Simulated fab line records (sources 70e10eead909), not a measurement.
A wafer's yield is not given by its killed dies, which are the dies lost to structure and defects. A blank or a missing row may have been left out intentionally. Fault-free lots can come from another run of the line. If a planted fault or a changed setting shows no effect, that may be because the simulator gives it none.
8D (eight disciplines) problem report, filled in by code ; flow nand harc ; the parts of the form that need people (team, actions taken, sign-off) are left out

== 1. THE PROBLEM ==
At NHARC_P_ZERO_WELL_INSPECT_43, raw defect count averages 636 over 6 wafers from 2 lots, while fault-free wafers read 13, standard deviation 6. That is +99 or more standard deviations from the usual mean.
First observed at day 5 19:38: wafer L287.1, on defect inspect-01. The record has a number at this step for 36 wafers belonging to 12 lots. Rule for "out", or "out of limits": more than 4 standard deviations from the usual mean. The other wafers with a number count as sound.

== 2. WHAT IT IS; WHAT IT IS NOT ==
question;is;is not
which readings at this step;raw defect count;-
which lots;L287, L288;L271, L272, L273, L274, L275, L276, L277, L279, L289, L293
which wafers of those lots;all that have a number;-
read on which gauges;defect inspect-01;defect inspect-02
when;from day 5 19:38;"up to then (24 sound wafers); but 6 sound wafers of L289, L293 came after"

== 3. WHAT RULES OUT EACH SUSPECT ==
Counting: a tool stays on the suspect list if, at a process step up to the reading, it processed all lots that are out and no sound lot following the first of them.
- the gauge at NHARC_P_ZERO_WELL_INSPECT_43: ruled out. All the wafers that are out were read on defect inspect-01, but those of them that NHARC_END_SORT_01 has rows for are out there too, on other tools.
- wet bench-05 at NHARC_P_ZERO_WELL_STRIP_56 (strips in SPM, time 840 s): kept. It ran every lot that is out, first L287 (day 5 18:31), and no sound lot after that; its last sound lot up to then is L277 (day 3 06:19).
- rtp anneal-01 at NHARC_P_ZERO_WELL_RTA_42 (time 300 s): kept. It ran every lot that is out, first L287 (day 5 18:58), and no sound lot after that; its last sound lot up to then is L274 (day 2 13:01).
The count leaves rtp anneal-01 at NHARC_P_ZERO_WELL_RTA_42 and wet bench-05 at NHARC_P_ZERO_WELL_STRIP_56.

== 4. THE CAUSE (what the simulator had put in) ==
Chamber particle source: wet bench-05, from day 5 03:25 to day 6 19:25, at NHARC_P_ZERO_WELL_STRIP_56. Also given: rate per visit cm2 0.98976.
This tool is one of the 2 suspects left after counting.

== 5. SEQUENCE OF EFFECTS, ordered by route ==
Each row: a reading whose mean over the struck wafers that have a number lies more than 3 standard deviations from the usual. Readings are gone through only where the record gives a usual standard deviation; hours: the median, over the lots, of the time from a lot's start at the first step in this table giving one to that lot's start at this step; sigmas: the change measured in usual standard deviations.
hours;step;reading;usual;on struck wafers;change;sigmas
0;NHARC_P_ZERO_WELL_INSPECT_43;raw defect count;13;636;+623;+99 or more
418;NHARC_END_SORT_01;killed at periphery;3.2;85.2;+82.0;+36
418;NHARC_END_SORT_01;killed dies;30;111;+81;+8.9
At these later measuring or inspecting steps, every struck wafer for which the step has a row has a number for every such reading, and none has moved that far: NHARC_P_STI_OCD_MEAS_43, NHARC_P_GATE_CD_MEAS_11.

== 6. HOW IT WOULD HAVE BEEN CAUGHT EARLIER ==
The first out-of-limits reading at a measuring or inspecting step in this record came at day 5 19:38, 16 hours after the fault's start at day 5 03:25.
Of the lots that are out (2), L288 began NHARC_P_ZERO_WELL_STRIP_56 on wet bench-05 after day 5 19:38. Had the tool been put on hold then, it would have been spared.
